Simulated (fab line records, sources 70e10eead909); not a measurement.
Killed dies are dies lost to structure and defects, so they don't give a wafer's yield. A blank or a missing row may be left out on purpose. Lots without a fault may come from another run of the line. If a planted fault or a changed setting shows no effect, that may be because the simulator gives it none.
fab line records	flow nand_harc
record lots=14	wafers=42	last_day=34
route steps=1302 shown P_GATE@155
lots with no fault: from the same line, run without faults
start_h: start of the lot's first displayed wafer, in hours after the record's first day	wait_h: hours elapsed since this lot's preceding step	" repeats the value in the row above	L1.1+2: a row that stands for several wafers	- either no value or no given start	* or withheld: withheld	< > ~ a bound
route shown NAME@n: NAME is a module with steps in the file, n the number in the route of the first one	usual: the fault-free wafers' mean and standard deviation	same: alike in all rows	chamber/n: place in a boat	sites: the reading at each site	_std_site: the standard deviation of these	_edge_site: inner sites' mean taken away from outer sites' mean	radius_mm: for every site, how far away it sits from the centre of the wafer	mask NAME#n: copy n	behind: the most recent tool/chamber to have shaped the wafer	hold: what put the lot on hold/how long, in hours/how the hold closed	device: names the non-switching transistor (n, p or np)	end of line: the tests these same wafers got at the end of their route	a step given without rows: its recipe and nothing more	killed: count of dies lost to structure and defects at first sort (not the wafer's yield)	map: the dies of a wafer, with x for killed, . for not killed, _ for no die there
set.NAME: setting as actually run; set.NAME@STEP: the setting as run at that earlier step	model.NAME: the simulator's own value behind a step, which no gauge read
one table for each step of the route and one row for each wafer, over a sample of lots
services: the hour from which a tool's chamber was out of use, counted from the record's first day as start_h (under 0 if before that day), plus the number of hours and why
## steps
# step NHARC_P_GATE_ALD_36
# recipe target_thk_a=200	pulse_time_s=60	ald_cycles=223	temp_c=400	material=SiNx
# usual heater_power_outer_w=494/32	heater_power_w=805/65	precursor_pulse_height_rel=1.001/0.017
lot.wafer	tool	chamber	start_h	wait_h	heater_power_outer_w	heater_power_w	precursor_pulse_height_rel	since_wet_clean_h
L724.1	ald_sin-04	0	112.79	-	446	716	0.988	14
L724.2	"	1	113.85	-	484	760	0.981	15
L724.5	"	1	118.09	-	490	752	0.985	-
L726.1	ald_sin-01	2	124.74	-	475	736	1.001	83
L726.2	"	3	125.81	-	494	804	1.001	84
L726.4	"	1	127.94	-	503	880	1.030	86
L727.2	ald_sin-04	3	137.75	-	477	747	1.000	39
L727.4	"	1	139.87	-	485	768	1.015	41
L727.5	"	0	143.04	-	439	707	0.982	-
L730.4	ald_sin-04	2	173.95	-	457	758	1.000	75
L730.5	"	0	176.09	-	443	719	1.010	-
L730.6	"	1	177.17	-	490	781	1.007	-
L732.3	ald_sin-02	3	187.99	-	583	919	0.999	49
L732.2	"	0	189.04	-	497	846	1.008	50
L732.5	"	3	192.20	-	558	893	0.983	-
L731.4	ald_sin-01	3	190.64	-	511	831	1.002	149
L731.5	"	1	192.78	-	513	891	0.990	-
L731.6	"	2	193.86	-	453	736	1.008	-
L738.2	ald_sin-02	0	241.28	-	507	865	1.009	102
L738.4	"	1	242.35	-	526	801	1.035	103
L738.1	"	2	243.41	-	544	924	1.000	104
L737.4	ald_sin-04	0	243.72	-	427	723	0.994	145
L737.2	"	1	244.78	-	472	763	1.006	146
L737.5	"	3	246.89	-	469	751	0.973	-
L740.2	ald_sin-02	2	274.22	-	533	949	0.998	135
L740.3	"	1	277.43	-	499	809	0.984	138
L740.6	"	3	279.56	-	559	917	1.026	-
L741.3	ald_sin-01	1	278.76	-	498	803	1.023	59
L741.2	"	3	280.89	-	496	770	0.980	61
L741.5	"	1	283.03	-	494	826	1.012	-
L742.3	ald_sin-04	1	292.10	-	497	784	0.970	15
L742.2	"	0	295.27	-	454	704	0.971	18
L742.6	"	1	296.33	-	495	772	0.964	-
L744.2	ald_sin-01	2	307.21	-	464	735	1.009	87
L744.5	"	2	311.40	-	467	752	1.019	-
L744.4	"	3	312.80	-	485	764	0.996	-
L745.2	ald_sin-04	2	318.82	-	469	806	0.990	42
L745.4	"	3	319.88	-	483	752	1.021	43
L745.6	"	2	323.07	-	482	783	0.980	-
L746.3	ald_sin-02	0	335.80	-	467	779	0.967	19
L746.1	"	1	336.86	-	521	789	1.020	20
L746.5	"	3	338.99	-	540	845	1.012	-
# step NHARC_P_GATE_PEB_57
# recipe peb_temp_c=118	peb_time_s=85
# usual chill_plate_temp_C=23.01/0.11	exhaust_pa=44.9/0.84
lot.wafer	tool	chamber	start_h	wait_h	chill_plate_temp_C	exhaust_pa
L724.1	litho_track-02	0	124.91	0.1	23.02	45.3
L724.2	"	0	"	"	23.19	46.0
L724.5	"	0	"	"	23.11	45.4
L726.1	litho_track-07	0	136.88	0.1	23.09	44.6
L726.2	"	0	"	"	23.05	45.1
L726.4	"	0	"	"	22.86	44.3
L727.2	litho_track-07	0	149.83	0.1	22.92	44.4
L727.4	"	0	"	"	23.15	45.6
L727.5	"	0	"	"	23.11	44.0
L730.4	litho_track-05	0	184.09	0.0	22.88	45.0
L730.5	"	0	"	"	22.83	45.3
L730.6	"	0	"	"	22.76	46.2
L732.2	litho_track-05	-	200.04	0.1	-	-
L732.3	"	-	"	"	-	-
L732.5	"	-	"	"	-	-
L731.4	litho_track-05	-	200.79	0.0	-	-
L731.5	"	-	"	"	-	-
L731.6	"	-	"	"	-	-
L738.1	litho_track-05	0	253.56	0.1	22.80	45.1
L738.2	"	0	"	"	22.95	47.1
L738.4	"	0	"	"	22.96	45.4
L737.2	litho_track-05	0	253.81	0.1	22.91	44.6
L737.4	"	0	"	"	22.77	44.3
L737.5	"	0	"	"	22.91	44.5
L740.2	litho_track-07	0	286.24	0.1	22.96	46.0
L740.3	"	0	"	"	22.95	45.2
L740.6	"	0	"	"	23.00	45.1
L741.2	litho_track-05	0	290.78	0.1	22.95	44.7
L741.3	"	0	"	"	22.94	44.7
L741.5	"	0	"	"	22.89	44.1
L742.2	litho_track-02	0	304.12	0.1	23.02	44.3
L742.3	"	0	"	"	23.12	45.4
L742.6	"	0	"	"	23.13	44.5
L744.2	litho_track-05	0	321.44	0.1	22.93	43.8
L744.4	"	0	"	"	23.21	43.6
L744.5	"	0	"	"	22.95	43.5
L745.2	litho_track-02	0	329.86	0.1	22.99	43.2
L745.4	"	0	"	"	23.05	43.4
L745.6	"	0	"	"	23.15	44.3
L746.1	litho_track-05	0	345.90	0.1	23.03	46.5
L746.3	"	0	"	"	22.93	44.2
L746.5	"	0	"	"	22.83	45.3
# step NHARC_P_GATE_CD_MEAS_59
# recipe target_cd_nm=720	landing_energy_ev=500
# usual cd_nm=719.9/1.8
lot.wafer	tool	chamber	start_h	wait_h	cd_nm
L724.1	cd_sem-01	0	125.00	-	721.0
L724.2	"	0	"	"	718.9
L724.5	"	0	"	"	720.3
L726.1	cd_sem-01	0	136.97	-	721.4
L726.2	"	0	"	"	717.9
L726.4	"	0	"	"	718.0
L727.2	cd_sem-02	0	149.93	-	718.5
L727.4	"	0	"	"	721.8
L727.5	"	0	"	"	718.3
L730.4	cd_sem-01	0	184.18	-	720.9
L730.5	"	0	"	"	723.7
L730.6	"	0	"	"	720.6
L732.2	cd_sem-03	0	200.14	-	-
L732.3	"	0	"	"	-
L732.5	"	0	"	"	-
L731.4	cd_sem-03	0	200.88	-	-
L731.5	"	0	"	"	-
L731.6	"	0	"	"	-
L738.1	cd_sem-03	0	253.65	-	720.2
L738.2	"	0	"	"	717.3
L738.4	"	0	"	"	718.3
L737.2	cd_sem-01	0	253.90	-	721.5
L737.4	"	0	"	"	719.8
L737.5	"	0	"	"	724.4
L740.2	cd_sem-01	0	286.33	-	722.9
L740.3	"	0	"	"	718.5
L740.6	"	0	"	"	720.1
L741.2	cd_sem-02	0	290.87	-	721.1
L741.3	"	0	"	"	719.4
L741.5	"	0	"	"	719.0
L742.2	cd_sem-03	0	304.21	-	718.8
L742.3	"	0	"	"	719.3
L742.6	"	0	"	"	718.8
L744.2	cd_sem-03	0	321.54	-	719.6
L744.4	"	0	"	"	720.3
L744.5	"	0	"	"	719.4
L745.2	cd_sem-03	0	329.96	-	720.9
L745.4	"	0	"	"	720.1
L745.6	"	0	"	"	718.7
L746.1	cd_sem-03	0	345.99	-	721.5
L746.3	"	0	"	"	722.9
L746.5	"	0	"	"	719.8
# step NHARC_P_GATE_RTA_64
# recipe temp_c=1050	time_s=1
# usual lamp_power_pct=34.4/1.4	lamp_zone_7_pct=34.8/1.4	wafer_temp_C_max=1054.8/1.6
lot.wafer	tool	chamber	start_h	wait_h	lamp_power_pct	lamp_zone_7_pct	wafer_temp_C_max
L724.1	rtp_anneal-01	0	128.55	-	35.8	36.1	1055.0
L724.2	"	0	"	"	35.7	36.1	1055.0
L724.5	"	0	"	"	35.7	36.1	1053.3
L726.1	rtp_anneal-01	0	140.70	-	35.7	36.2	1054.0
L726.2	"	0	"	"	35.8	36.2	1054.0
L726.4	"	0	"	"	35.7	36.2	1053.5
L727.2	rtp_anneal-02	0	153.50	-	33.1	33.4	1055.5
L727.4	"	0	"	"	33.1	33.4	1056.1
L727.5	"	0	"	"	33.0	33.4	1055.8
L730.4	rtp_anneal-01	0	187.78	-	35.8	36.2	1053.6
L730.5	"	0	"	"	35.8	36.2	1052.9
L730.6	"	0	"	"	35.7	36.2	1053.7
L732.2	rtp_anneal-02	0	203.58	-	33.0	33.5	1055.0
L732.3	"	0	"	"	33.0	33.5	1054.9
L732.5	"	0	"	"	33.0	33.4	1057.0
L731.4	rtp_anneal-01	0	204.47	-	35.8	36.3	1053.2
L731.5	"	0	"	"	35.9	36.3	1053.0
L731.6	"	0	"	"	35.8	36.3	1052.9
L738.1	rtp_anneal-02	0	257.20	-	33.0	33.4	1056.8
L738.2	"	0	"	"	33.0	33.5	1057.4
L738.4	"	0	"	"	33.1	33.4	1055.9
L737.2	rtp_anneal-02	0	258.11	-	32.9	33.4	1054.4
L737.4	"	0	"	"	33.0	33.5	1055.7
L737.5	"	0	"	"	33.0	33.4	1054.3
L740.2	rtp_anneal-02	0	289.89	-	33.0	33.5	1054.9
L740.3	"	0	"	"	33.0	33.4	1056.3
L740.6	"	0	"	"	33.0	33.4	1054.7
L741.2	rtp_anneal-01	0	294.43	-	35.9	36.3	1054.3
L741.3	"	0	"	"	35.8	36.3	1052.9
L741.5	"	0	"	"	35.8	36.2	1054.2
L742.2	rtp_anneal-02	0	307.93	-	33.0	33.5	1055.4
L742.3	"	0	"	"	33.1	33.5	1057.5
L742.6	"	0	"	"	33.0	33.4	1054.5
L744.2	rtp_anneal-01	0	325.09	-	35.8	36.3	1053.3
L744.4	"	0	"	"	35.9	36.3	1053.8
L744.5	"	0	"	"	35.9	36.3	1054.3
L745.2	rtp_anneal-02	0	333.49	-	33.0	33.4	1053.3
L745.4	"	0	"	"	33.1	33.4	1057.2
L745.6	"	0	"	"	33.0	33.4	1055.8
L746.1	rtp_anneal-02	0	349.87	-	33.0	33.4	1055.0
L746.3	"	0	"	"	33.0	33.5	1056.2
L746.5	"	0	"	"	33.1	33.4	1054.0
## services
tool	chamber	start_h	hours	kind
ald_sin-04	-	90.91	10.0	pm
ald_sin-04	0	90.91	10.0	vent_cycle
ald_sin-04	1	90.91	10.0	vent_cycle
ald_sin-04	2	90.91	10.0	vent_cycle
ald_sin-04	3	90.91	10.0	vent_cycle
ald_sin-04	0	100.91	-	clean
ald_sin-04	-	101.25	1.5	repair
litho_track-05	-	124.00	7.0	pm
ald_sin-02	-	131.13	10.0	pm
ald_sin-04	3	151.13	13.3	repair
ald_sin-02	2	160.86	8.6	repair
ald_sin-02	0	172.64	2.6	repair
ald_sin-02	-	174.80	1.6	repair
ald_sin-01	0	184.23	4.1	repair
ald_sin-01	-	212.00	10.0	pm
ald_sin-04	3	215.64	1.8	repair
litho_track-02	-	227.00	7.0	pm
litho_track-07	-	251.00	7.0	pm
ald_sin-04	-	268.91	10.0	pm
litho_track-05	-	299.00	7.0	pm
ald_sin-01	0	305.68	5.2	repair
ald_sin-02	-	309.13	10.0	pm
ald_sin-04	1	328.31	14.2	repair
ald_sin-01	0	339.25	4.2	repair
## key
first_sign step=NHARC_P_GATE_PEB_57	reading=tool_record	direction=missing
effect none on later readings
met_at NHARC_P_GATE_PEB_57
struck_lots L731,L732
later_rows_left_out L731.4,L731.5,L731.6,L732.2,L732.3,L732.5
sort_left_out L731.4,L731.5,L731.6,L732.2,L732.3,L732.5
tester_left_out L731,L732
not_acting_at NHARC_P_GATE_ALD_36,NHARC_P_GATE_CD_MEAS_59,NHARC_P_GATE_RTA_64
onset_between 184.09 200.04
fault kind=skipped_step_whole	tool=litho_track-05	chamber=-	onset_h=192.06	steps=NHARC_P_GATE_PEB_57	scope=struck_lots_only
# tester_left_out: of these lots the tester's yield and bins aren't shown, on N5 and GAA mostly nor the transistor test; their killed dies are dies lost to structure and defects alone, not to doping, threshold or leakage, so they don't give the yield
# sort_left_out: the simulated sort isn't trusted on such a fault, so these wafers' sort isn't shown, and their yield isn't known
# later_rows_left_out: the simulator's readings of these wafers behind a module that went badly wrong aren't trusted and aren't shown, but for the sort
